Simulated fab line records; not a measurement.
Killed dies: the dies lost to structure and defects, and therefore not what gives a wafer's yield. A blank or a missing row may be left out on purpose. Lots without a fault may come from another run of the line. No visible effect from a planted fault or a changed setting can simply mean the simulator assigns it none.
Matching of chambers -- flow nand-harc -- NHARC_A_SLIT_ETCH_24 on rie-diel-07 has 4 sister chambers
The step etches the open film in CF4/CHF3, target depth 121 nm, time 60.5 s. 4 wafers are shown with their chamber, then 7 later ones without.

WAFERS WITH THEIR CHAMBER
wafer,chamber,rf-vpp-V (V)
L618.5,1,373.2
L628.1,0,369.0
L626.1,3,371.1
L626.3,2,368.8

WAFERS WITHOUT THEIR CHAMBER
wafer,rf-vpp-V (V)
L626.6,369.9
L630.2,371.1
L630.3,372.7
L630.4,373.5
L631.1,370.4
L631.2,368.6
L631.4,368.4

EACH ONE'S CHAMBER
wafer,from the rows above,in truth
L626.6,can't be placed: 0 or 2 or 3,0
L630.2,3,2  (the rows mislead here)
L630.3,1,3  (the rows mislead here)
L630.4,1,1
L631.1,can't be placed: 3 or 0 or 2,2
L631.2,can't be placed: 2 or 0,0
L631.4,can't be placed: 2 or 0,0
Correctly placed: 1 of 7. Can't be placed from these rows: 4 (the true chamber is among the candidates in 4). Placed wrongly: 2.
How it was worked out, from the rows above alone: a wafer's distance from a chamber is the root of the sum, over the readings, of the square of ((its reading less the chamber's mean) divided by the reading's scatter). If the next closest chamber is less than 2 further off than the closest, the wafer can't be placed; otherwise it belongs to the closest. The mean given for a chamber averages the wafers shown for that chamber. The scatter (one wafer shown for each chamber): square how far every hidden wafer sits from the nearest shown wafer, average those squares and take the square root.
